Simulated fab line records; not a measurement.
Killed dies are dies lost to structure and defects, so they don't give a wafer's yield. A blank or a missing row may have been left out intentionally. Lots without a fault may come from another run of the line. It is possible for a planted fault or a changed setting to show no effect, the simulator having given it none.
Chamber matching :: flow nand-harc :: NHARC_A_M1_CMP_23 on cmp-03 has 4 sister chambers
The step polishes, t overpolish 20 s, target thk 154.34 nm. 14 wafers are shown with their chamber, then 7 later ones without.

## WAFERS, EACH WITH ITS CHAMBER
wafer: L076.1
chamber: 1
motor-current-A (A): 13.3
time-to-endpoint-s (s): 22
retaining-ring-pressure-frac: 0.994

wafer: L076.4
chamber: 2
motor-current-A (A): 10.8
time-to-endpoint-s (s): 28
retaining-ring-pressure-frac: 1.003

wafer: L076.6
chamber: 2
motor-current-A (A): 10.7
time-to-endpoint-s (s): 31
retaining-ring-pressure-frac: 0.997

wafer: L080.1
chamber: 2
motor-current-A (A): 10.9
time-to-endpoint-s (s): 33
retaining-ring-pressure-frac: 1.007

wafer: L080.2
chamber: 0
motor-current-A (A): 12.8
time-to-endpoint-s (s): 29
retaining-ring-pressure-frac: 0.998

wafer: L080.3
chamber: 3
motor-current-A (A): 10.8
time-to-endpoint-s (s): 23
retaining-ring-pressure-frac: 0.995

wafer: L085.1
chamber: 1
motor-current-A (A): 13.6
time-to-endpoint-s (s): 26
retaining-ring-pressure-frac: 1.003

wafer: L085.2
chamber: 0
motor-current-A (A): 12.8
time-to-endpoint-s (s): 27
retaining-ring-pressure-frac: 0.998

wafer: L085.3
chamber: 2
motor-current-A (A): 11.2
time-to-endpoint-s (s): 30
retaining-ring-pressure-frac: 0.992

wafer: L089.1
chamber: 0
motor-current-A (A): 13.2
time-to-endpoint-s (s): 29
retaining-ring-pressure-frac: 0.991

wafer: L089.4
chamber: 2
motor-current-A (A): 10.6
time-to-endpoint-s (s): 31
retaining-ring-pressure-frac: 0.994

wafer: L089.5
chamber: 0
motor-current-A (A): 13.0
time-to-endpoint-s (s): 30
retaining-ring-pressure-frac: 0.987

wafer: L091.2
chamber: 2
motor-current-A (A): 11.3
time-to-endpoint-s (s): 30
retaining-ring-pressure-frac: 0.998

wafer: L091.3
chamber: 3
motor-current-A (A): 9.8
time-to-endpoint-s (s): 26
retaining-ring-pressure-frac: 0.999

SIGNATURES (averages over the wafers above)
reading: motor-current-A
chamber 0: 12.950
chamber 1: 13.450
chamber 2: 10.917
chamber 3: 10.300
scatter within a chamber: 0.323

reading: time-to-endpoint-s
chamber 0: 28.75
chamber 1: 24.00
chamber 2: 30.50
chamber 3: 24.50
scatter within a chamber: 1.75

reading: retaining-ring-pressure-frac
chamber 0: 0.99350
chamber 1: 0.99850
chamber 2: 0.99850
chamber 3: 0.99700
scatter within a chamber: 0.00543
Rule: for each reading, subtract the chamber's mean from the wafer's reading, divide by that reading's scatter and square the result; add these up over the readings and take the root, which gives the wafer's distance from the chamber. The wafer belongs to the nearest chamber; if the next one is less than 2 further off, it can't be placed. The scatter is the square root of a quotient: the sum, over the shown wafers, of each reading's squared deviation from its chamber's mean, divided by wafers minus chambers.

## WAFERS WITH NO CHAMBER GIVEN
wafer: L091.5
motor-current-A (A): 10.8
time-to-endpoint-s (s): 32
retaining-ring-pressure-frac: 1.000

wafer: L092.3
motor-current-A (A): 10.8
time-to-endpoint-s (s): 29
retaining-ring-pressure-frac: 0.999

wafer: L092.5
motor-current-A (A): 10.3
time-to-endpoint-s (s): 22
retaining-ring-pressure-frac: 1.000

wafer: L092.6
motor-current-A (A): 13.1
time-to-endpoint-s (s): 27
retaining-ring-pressure-frac: 0.991

wafer: L096.3
motor-current-A (A): 10.5
time-to-endpoint-s (s): 25
retaining-ring-pressure-frac: 1.002

wafer: L096.5
motor-current-A (A): 12.9
time-to-endpoint-s (s): 24
retaining-ring-pressure-frac: 1.009

wafer: L096.6
motor-current-A (A): 12.6
time-to-endpoint-s (s): 28
retaining-ring-pressure-frac: 0.992

## THE CHAMBER EACH PASSED THROUGH
wafer: L091.5
from the rows above: 2
in truth: 2

wafer: L092.3
from the rows above: 2
in truth: 2

wafer: L092.5
from the rows above: 3
in truth: 3

wafer: L092.6
from the rows above: can't be placed: 0 or 1
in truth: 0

wafer: L096.3
from the rows above: 3
in truth: 3

wafer: L096.5
from the rows above: can't be placed: 1 or 0
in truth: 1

wafer: L096.6
from the rows above: 0
in truth: 0
5 of 7 placed correctly. Cannot be placed on the basis of these rows: 2; the candidates contain the true chamber in 2. Wrongly placed: 0.
